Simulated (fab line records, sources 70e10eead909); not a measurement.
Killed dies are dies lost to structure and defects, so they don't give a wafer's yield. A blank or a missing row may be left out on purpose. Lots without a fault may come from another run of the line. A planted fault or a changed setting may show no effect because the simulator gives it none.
Which tool did it? | flow nand_harc | 15 lots, 45 wafers sampled, at 4 steps of a route of 1302

WHAT THE GAUGES READ, wafer by wafer
NHARC_END_SORT_01.
lot  | measured     | on        | killed_at_array | killed_at_other | killed_at_periphery | killed_dies | killed_open | killed_short
L947 | day 30 04:33 | prober-01 | 673 676 675     | 0 1 0           | 4 0 2               | 677 677 677 | 3 4 3       | 4 2 0
L950 | day 30 20:25 | prober-02 | 676 676 676     | 0 0 0           | 1 1 1               | 677 677 677 | 2 2 0       | 0 2 1
L951 | day 31 10:04 | prober-02 | 676 673 675     | 0 0 0           | 1 4 2               | 677 677 677 | 1 7 2       | 1 3 4

WHICH TOOL RAN EACH LOT (tool, then ch and the chambers of the sampled wafers, then the start)
lot  | NHARC_P_BONDPAD_PVD_27                  | NHARC_P_BONDPAD_ANNEAL_28        | NHARC_A_ONON_D1_DEP_03
L935 | pvd_sputter-01, day 7 05:17 or earlier  | rtp_anneal-02 ch 0, day 7 05:17  | pecvd_onon-03 ch 0, day 8 10:09
L936 | pvd_sputter-03, day 7 22:34 or earlier  | rtp_anneal-01 ch 0, day 7 22:34  | pecvd_onon-04 ch 0, day 9 00:43
L938 | pvd_sputter-02, day 8 15:22 or earlier  | rtp_anneal-02 ch 0, day 8 15:22  | pecvd_onon-02 ch 0, day 9 16:03
L939 | pvd_sputter-02, day 8 21:14 or earlier  | rtp_anneal-02 ch 0, day 8 21:14  | pecvd_onon-03 ch 0, day 9 21:46
L940 | pvd_sputter-03, day 9 05:23 or earlier  | rtp_anneal-02 ch 0, day 9 05:23  | pecvd_onon-03 ch 0, day 10 06:03
L941 | pvd_sputter-01, day 9 12:04 or earlier  | rtp_anneal-01 ch 0, day 9 12:04  | pecvd_onon-02 ch 0, day 10 15:34
L942 | pvd_sputter-03, day 9 22:47 or earlier  | rtp_anneal-02 ch 0, day 9 22:47  | pecvd_onon-04 ch 0, day 11 02:37
L943 | pvd_sputter-02, day 10 11:32 or earlier | rtp_anneal-01 ch 0, day 10 11:32 | pecvd_onon-02 ch 0, day 11 12:25
L944 | pvd_sputter-02, day 10 23:03 or earlier | rtp_anneal-01 ch 0, day 10 23:03 | pecvd_onon-02 ch 0, day 11 23:28
L946 | pvd_sputter-01, day 11 12:46 or earlier | rtp_anneal-01 ch 0, day 11 12:46 | pecvd_onon-03 ch 0, day 12 15:52
L947 | pvd_sputter-01, day 12 16:32 or earlier | rtp_anneal-02 ch 0, day 12 16:32 | pecvd_onon-03, day 13 17:34
L950 | pvd_sputter-03, day 13 12:23 or earlier | rtp_anneal-01 ch 0, day 13 12:23 | pecvd_onon-02, day 14 13:10
L951 | pvd_sputter-01, day 13 16:50 or earlier | rtp_anneal-01 ch 0, day 13 16:50 | pecvd_onon-03, day 14 20:14
L956 | pvd_sputter-02, day 15 15:55 or earlier | rtp_anneal-01 ch 0, day 15 15:55 | pecvd_onon-03 ch 0, day 16 16:53
L957 | pvd_sputter-03, day 16 06:37 or earlier | rtp_anneal-01 ch 0, day 16 06:37 | pecvd_onon-04 ch 0, day 17 11:36
- NHARC_P_BONDPAD_PVD_27: deposits Cu, target thk 30 nm, time 20.49 s.
- NHARC_P_BONDPAD_ANNEAL_28: time 90 s.
- NHARC_A_ONON_D1_DEP_03: target thk 1000 nm.

WHAT THE TOOLS THEMSELVES READ (means of the sampled wafers that have a number; where no wafer has one, the mark that the record gives instead)
NHARC_P_BONDPAD_PVD_27.
lot  | tool           | throttle_valve_pct (%)
L935 | pvd_sputter-01 | 30.1
L936 | pvd_sputter-03 | 30.2
L938 | pvd_sputter-02 | 29.6
L939 | pvd_sputter-02 | 30.2
L940 | pvd_sputter-03 | 30.2
L941 | pvd_sputter-01 | 30.1
L942 | pvd_sputter-03 | 30.5
L943 | pvd_sputter-02 | 29.1
L944 | pvd_sputter-02 | 29.4
L946 | pvd_sputter-01 | 29.1
L947 | pvd_sputter-01 | 29.0
L950 | pvd_sputter-03 | 30.2
L951 | pvd_sputter-01 | 31.1
L956 | pvd_sputter-02 | 29.2
L957 | pvd_sputter-03 | 29.9

NHARC_P_BONDPAD_ANNEAL_28.
lot  | tool          | wafer_temp_C_max
L935 | rtp_anneal-02 | 226.1
L936 | rtp_anneal-01 | 226.4
L938 | rtp_anneal-02 | 225.5
L939 | rtp_anneal-02 | 225.5
L940 | rtp_anneal-02 | 225.5
L941 | rtp_anneal-01 | 226.2
L942 | rtp_anneal-02 | 225.7
L943 | rtp_anneal-01 | 226.3
L944 | rtp_anneal-01 | 226.7
L946 | rtp_anneal-01 | 226.5
L947 | rtp_anneal-02 | 225.7
L950 | rtp_anneal-01 | 226.2
L951 | rtp_anneal-01 | 226.1
L956 | rtp_anneal-01 | 226.5
L957 | rtp_anneal-01 | 226.2

NHARC_A_ONON_D1_DEP_03.
lot  | tool          | n2_flow_sccm (sccm) | n2o_flow_sccm (sccm)
L935 | pecvd_onon-03 | 2741                | 2007
L936 | pecvd_onon-04 | 2744                | 2004
L938 | pecvd_onon-02 | 2748                | 1996
L939 | pecvd_onon-03 | 2751                | 2003
L940 | pecvd_onon-03 | 2751                | 1997
L941 | pecvd_onon-02 | 2756                | 2000
L942 | pecvd_onon-04 | 2753                | 2006
L943 | pecvd_onon-02 | 2739                | 1995
L944 | pecvd_onon-02 | 2754                | 1990
L946 | pecvd_onon-03 | 2752                | 2001
L947 | pecvd_onon-03 | -                   | -
L950 | pecvd_onon-02 | -                   | -
L951 | pecvd_onon-03 | -                   | -
L956 | pecvd_onon-03 | 2743                | 1993
L957 | pecvd_onon-04 | 2742                | 2001

THE ANSWER, worked out from the rows above alone
Rule: what is usual is taken from the lots themselves. Put in order of their means at a reading, lots are off if they are a third of the lots or fewer, leave a main group of 4 or more, and stand apart from it by a gap of 3 or more times the standard deviation of the main group's means; of several such gaps the widest counts. A main group whose means are all the same, to the digits that the tables above print for the reading, isn't used. A lot without any number at a reading at which 4 lots or more have one is off too. The other lots that the step has rows for count as sound. The gauges are gone through in route order, then the tools' own readings, and for those a lot's mean is taken as printed above. The first step at which some lot is off is used, and at that step the reading that is off furthest; a lot without a number counts as furthest.
Off: L947, L950, L951, at NHARC_A_ONON_D1_DEP_03 (n2_flow_sccm). Without a number there: L947, L950, L951. The main group: mean 2748 sccm, standard deviation 5.5.
A tool fits if, at that step or a process step before it, it ran every lot that is off, and no sound lot after the first of them. NHARC_P_BONDPAD_PVD_27 gives no start for some lots, so the hours and the order of its lots are those of NHARC_P_BONDPAD_ANNEAL_28. None of those tried fits.

WHAT THE SIMULATOR HAD PUT IN
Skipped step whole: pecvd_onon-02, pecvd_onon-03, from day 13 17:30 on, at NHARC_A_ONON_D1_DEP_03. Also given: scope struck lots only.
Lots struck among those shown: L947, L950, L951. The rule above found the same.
